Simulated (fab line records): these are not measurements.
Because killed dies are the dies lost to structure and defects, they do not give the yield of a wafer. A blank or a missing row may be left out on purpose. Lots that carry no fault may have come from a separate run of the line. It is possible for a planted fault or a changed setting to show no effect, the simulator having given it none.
Which tool did it? -- flow nand-harc -- Sampling: 12 lots, 36 wafers, 6 of 1302 route steps

WHAT THE GAUGES SHOWED, per wafer
NHARC_P_GATE_CD_MEAS_26: the cd target is 120 nm. Usual: 119.9 nm for cd-nm, sd 0.45.
lot,measured,on,cd-nm (nm),flag
L217,day 5 05:41,cd-sem-03,120.5 120.7 119.9,
L218,day 5 09:30,cd-sem-01,120.2 120.0 120.4,
L221,day 6 22:35,cd-sem-03,120.7 119.5 119.7,
L223,day 7 13:47,cd-sem-03,119.7 120.2 119.8,
L226,day 8 19:50,cd-sem-02,119.6 119.6 120.0,
L227,day 9 01:48,cd-sem-03,105.9 105.8 105.2,OFF
L228,day 9 16:19,cd-sem-01,119.7 119.3 119.3,
L232,day 11 05:49,cd-sem-02,119.0 119.8 119.9,
L237,day 13 07:52,cd-sem-03,120.2 119.8 119.9,
L238,day 13 16:19,cd-sem-02,120.1 119.7 120.0,
L239,day 14 09:47,cd-sem-03,119.9 119.8 120.1,
L240,day 14 11:33,cd-sem-01,119.5 119.7 119.5,

NHARC_P_CONTACT_OVL_MEAS_13. Usual: overlay-x-nm 0.0 nm, standard deviation 0.69; overlay-y-nm 0.1 nm, standard deviation 0.85.
lot,measured,on,overlay-x-nm (nm),overlay-y-nm (nm),flag
L217,day 6 02:02,overlay-01,-0.7 -0.9 -1.2,0.2 0.7 0.1,
L218,day 6 05:37,overlay-02,-0.9 -1.0 -1.0,-0.3 -0.4 -1.3,
L221,day 7 19:13,overlay-02,0.6 0.0 -0.4,-0.3 -0.5 -0.2,
L223,day 8 09:41,overlay-01,-1.0 -0.6 -0.5,-0.1 0.8 -0.2,
L226,day 9 15:49,overlay-01,0.1 0.3 0.6,1.7 1.8 1.6,
L227,day 9 21:44,overlay-02,1.1 1.3 1.5,-1.4 -1.1 -0.9,
L228,day 10 12:30,overlay-01,0.4 0.2 0.5,0.0 0.1 -0.2,
L232,day 12 02:37,overlay-02,0.9 0.7 0.3,0.2 0.6 0.6,
L237,day 14 04:11,overlay-01,1.3 0.8 1.2,0.4 0.3 0.7,
L238,day 14 12:26,overlay-01,0.3 0.2 0.1,0.6 0.5 0.5,
L239,day 15 08:14,overlay-01,-0.1 -0.2 0.2,1.0 1.5 1.3,
L240,day 15 07:23,overlay-02,-0.4 0.5 0.0,-0.1 -0.4 -0.4,

NHARC_END_SORT_01. Usual: killed-at-array 53, standard deviation 21; killed-at-other 1.0, standard deviation 1.3; killed-at-periphery 3.8, standard deviation 2.4; killed-dies 58, standard deviation 21; killed-open 3.4, standard deviation 1.9; killed-short 2.4, standard deviation 1.5.
lot,measured,on,killed-at-array,killed-at-other,killed-at-periphery,killed-dies,killed-open,killed-short,flag
L227,day 29 05:02,prober-02,47 56 74,1 1 2,33 9 34,81 66 110,2 3 1,3 4 3,OFF

WHAT TOOL EACH LOT RAN ON (gives the tool, then ch and the chambers of the sampled wafers, and finally the start)
lot,NHARC_P_GATE_EXPOSE_23,NHARC_P_GATE_DESCUM_31,NHARC_P_CONTACT_CVD_23
L217,"arfi-scanner-03 ch 0, day 5 05:32","rie-diel-01 ch 1,2,3, day 5 05:52","cvd-w-02 ch 0,1, no start"
L218,"arfi-scanner-01 ch 0, day 5 09:22","rie-diel-11 ch 1,2,3, day 5 09:41","cvd-w-01 ch 0,1, no start"
L221,"arfi-scanner-03 ch 0, day 6 22:27","rie-diel-01 ch 0,1,2, day 6 22:46","cvd-w-01 ch 0,1, no start"
L223,"arfi-scanner-01 ch 0, day 7 13:39","rie-diel-11 ch 0,2,3, day 7 13:59","cvd-w-02 ch 0,1, no start"
L226,"arfi-scanner-03 ch 0, day 8 19:41","rie-diel-03 ch 0,1,3, day 8 20:01","cvd-w-01 ch 0,1, no start"
L227,"arfi-scanner-03 ch 0, day 9 01:40","rie-diel-03 ch 0,1,3, day 9 01:59","cvd-w-02 ch 0, day 29 05:02 or earlier"
L228,"arfi-scanner-02 ch 0, day 9 16:11","rie-diel-11 ch 1,2,3, day 9 16:31","cvd-w-01 ch 0,1, no start"
L232,"arfi-scanner-03 ch 0, day 11 05:41","rie-diel-01 ch 0,1,3, day 11 06:00","cvd-w-02 ch 0,1, no start"
L237,"arfi-scanner-02 ch 0, day 13 07:44","rie-diel-03 ch 0,2,3, day 13 08:04","cvd-w-02 ch 0,1, no start"
L238,"arfi-scanner-02 ch 0, day 13 16:11","rie-diel-01 ch 0,1,2, day 13 16:31","cvd-w-01 ch 0,1, no start"
L239,"arfi-scanner-03 ch 0, day 14 09:38","rie-diel-01 ch 2,3, day 14 09:58","cvd-w-02 ch 0,1, no start"
L240,"arfi-scanner-03 ch 0, day 14 11:25","rie-diel-01 ch 0,3, day 14 11:45","cvd-w-02 ch 0,1, no start"
- NHARC_P_GATE_EXPOSE_23: exposes mask P GATE, target cd 120 nm.
- NHARC_P_GATE_DESCUM_31: chemistry O2, time 3 s.
- NHARC_P_CONTACT_CVD_23: deposits W, target thk 200 nm, time 557 s.

AS READ BY THE TOOLS THEMSELVES (means over the sampled wafers that have a number; for cases with no such wafer, the mark the record gives instead)
NHARC_P_GATE_DESCUM_31. Usual: drypump-motor-current-A 5.6 A, standard deviation 0.34; oes-product-au 0.998 a.u., standard deviation 0.0077; rf-vpp-V 57.8 V, standard deviation 0.87; showerhead-plenum-p-Torr 1.93 Torr, standard deviation 0.079; throttle-valve-pct 11.310 %, standard deviation 0.01.
lot,tool,drypump-motor-current-A (A),oes-product-au (a.u.),rf-vpp-V (V),showerhead-plenum-p-Torr (Torr),throttle-valve-pct (%),flag
L217,rie-diel-01,5.6,1.002,58.6,1.98,11.318,
L218,rie-diel-11,5.7,0.992,57.6,1.87,11.320,
L221,rie-diel-01,5.3,0.993,58.1,1.98,11.314,
L223,rie-diel-11,5.7,0.990,57.1,1.87,11.312,
L226,rie-diel-03,5.5,0.999,57.8,1.88,11.310,
L227,rie-diel-03,5.5,1.006,57.2,1.88,11.306,
L228,rie-diel-11,5.7,0.988,57.4,1.86,11.301,
L232,rie-diel-01,5.3,0.990,58.6,2.03,11.305,
L237,rie-diel-03,5.2,1.001,57.1,1.86,11.321,
L238,rie-diel-01,5.3,0.992,57.7,1.98,11.307,
L239,rie-diel-01,5.7,1.003,58.1,1.98,11.317,
L240,rie-diel-01,5.5,0.998,58.0,2.02,11.309,

NHARC_P_CONTACT_CVD_23. Usual: heater-power-w 455 W, standard deviation 55; mfc-wf6-sccm 40.01 sccm, standard deviation 0.12; throttle-valve-pct 8.2 %, standard deviation 0.31.
lot,tool,heater-power-w (W),mfc-wf6-sccm (sccm),throttle-valve-pct (%),flag
L217,cvd-w-02,406,40.03,8.3,
L218,cvd-w-01,493,40.06,7.8,
L221,cvd-w-01,511,39.90,7.9,
L223,cvd-w-02,410,40.01,8.6,
L226,cvd-w-01,488,40.01,7.9,
L227,cvd-w-02,376,39.99,8.4,
L228,cvd-w-01,494,39.87,7.9,
L232,cvd-w-02,413,40.00,8.6,
L237,cvd-w-02,437,39.87,8.4,
L238,cvd-w-01,488,39.94,7.9,
L239,cvd-w-02,434,39.97,8.4,
L240,cvd-w-02,403,39.99,8.3,

THE ANSWER, worked out from the rows above alone
Rule: a lot is off if the mean of its wafers that have a number lies more than 3 standard deviations from the usual mean. A lot without any number at a reading at which 4 lots or more have one is off too. Any other lot the step has rows for is counted as sound. The gauges are gone through in route order, then the tools' own readings, and for those a lot's mean is taken as printed above. At the first step where some lot is off, the reading lying furthest off is the one used; lots without a number count as furthest.
Off: L227 (NHARC_P_GATE_CD_MEAS_26, cd-nm).
A tool fits if, at a process step before that reading, it ran every lot that is off, and no sound lot after the first of them. Not tried: the gauges at NHARC_P_GATE_CD_MEAS_26; whatever is off there is also off at NHARC_END_SORT_01, on other tools, and gauge error can't account for it. No candidate that was tried fits.

WHAT HAD BEEN PUT IN BY THE SIMULATOR
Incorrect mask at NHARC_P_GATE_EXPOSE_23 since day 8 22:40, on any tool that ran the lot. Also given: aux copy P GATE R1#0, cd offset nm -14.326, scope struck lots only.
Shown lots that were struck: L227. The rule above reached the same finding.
